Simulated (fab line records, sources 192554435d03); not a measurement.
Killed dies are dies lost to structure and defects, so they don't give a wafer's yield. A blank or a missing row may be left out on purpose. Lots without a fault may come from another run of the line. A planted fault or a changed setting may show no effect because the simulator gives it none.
Chamber matching | flow n5_finfet | N5_BEOL_M4_PRE_CLEAN_60 on cvd_co-02: 3 sister chambers
The step time 15 s. 22 wafers are shown with their chamber, then 11 later ones without.

WAFERS WITH THEIR CHAMBER
wafer  | chamber | heater_power_w (W) | rf_fwd_power_W (W)
L075.4 | 2       | 54                 | 298.1
L075.5 | 1       | 140                | 297.7
L075.6 | 0       | 83                 | 297.3
L077.1 | 2       | 55                 | 297.8
L077.2 | 1       | 139                | 297.2
L077.4 | 2       | 54                 | 297.2
L080.3 | 2       | 57                 | 296.9
L080.4 | 0       | 83                 | 296.8
L080.5 | 2       | 56                 | 299.3
L082.3 | 0       | 84                 | 296.4
L082.4 | 1       | 145                | 293.7
L082.5 | 2       | 55                 | 297.3
L083.2 | 1       | 141                | 296.4
L083.5 | 1       | 141                | 295.6
L083.6 | 0       | 82                 | 297.1
L085.2 | 1       | 141                | 296.0
L085.5 | 0       | 84                 | 296.3
L085.6 | 2       | 56                 | 298.3
L086.1 | 0       | 84                 | 295.2
L086.3 | 2       | 56                 | 299.1
L086.5 | 2       | 56                 | 297.7
L088.1 | 1       | 141                | 296.4

SIGNATURES (means of the wafers above)
reading        | chamber 0 | chamber 1 | chamber 2 | scatter within a chamber
heater_power_w | 83.33     | 141.14    | 55.44     | 1.31
rf_fwd_power_W | 296.517   | 296.143   | 297.967   | 0.98
Rule: a wafer's distance from a chamber is the root of the sum, over the readings, of the square of ((its reading less the chamber's mean) divided by the reading's scatter). The wafer belongs to the nearest chamber; if the next one is less than 2 further off, it can't be placed. The scatter: the root of (the sum of the squares of (reading less its chamber's mean) over the shown wafers, divided by (wafers less chambers)).

WAFERS WITHOUT THEIR CHAMBER
wafer  | heater_power_w (W) | rf_fwd_power_W (W)
L088.3 | 84                 | 297.6
L088.4 | 57                 | 297.6
L089.1 | 58                 | 298.2
L089.4 | 86                 | 295.7
L089.5 | 57                 | 298.7
L092.1 | 83                 | 297.4
L092.2 | 57                 | 298.8
L092.3 | 139                | 296.0
L094.1 | 83                 | 297.0
L094.5 | 85                 | 296.6
L094.6 | 144                | 296.5

WHICH CHAMBER EACH WENT THROUGH
wafer  | from the rows above | in truth
L088.3 | 0                   | 0
L088.4 | 2                   | 2
L089.1 | 2                   | 2
L089.4 | 0                   | 0
L089.5 | 2                   | 2
L092.1 | 0                   | 0
L092.2 | 2                   | 2
L092.3 | 1                   | 1
L094.1 | 0                   | 0
L094.5 | 0                   | 0
L094.6 | 1                   | 1
Placed correctly: 11 of 11. Can't be placed from these rows: 0. Placed wrongly: 0.
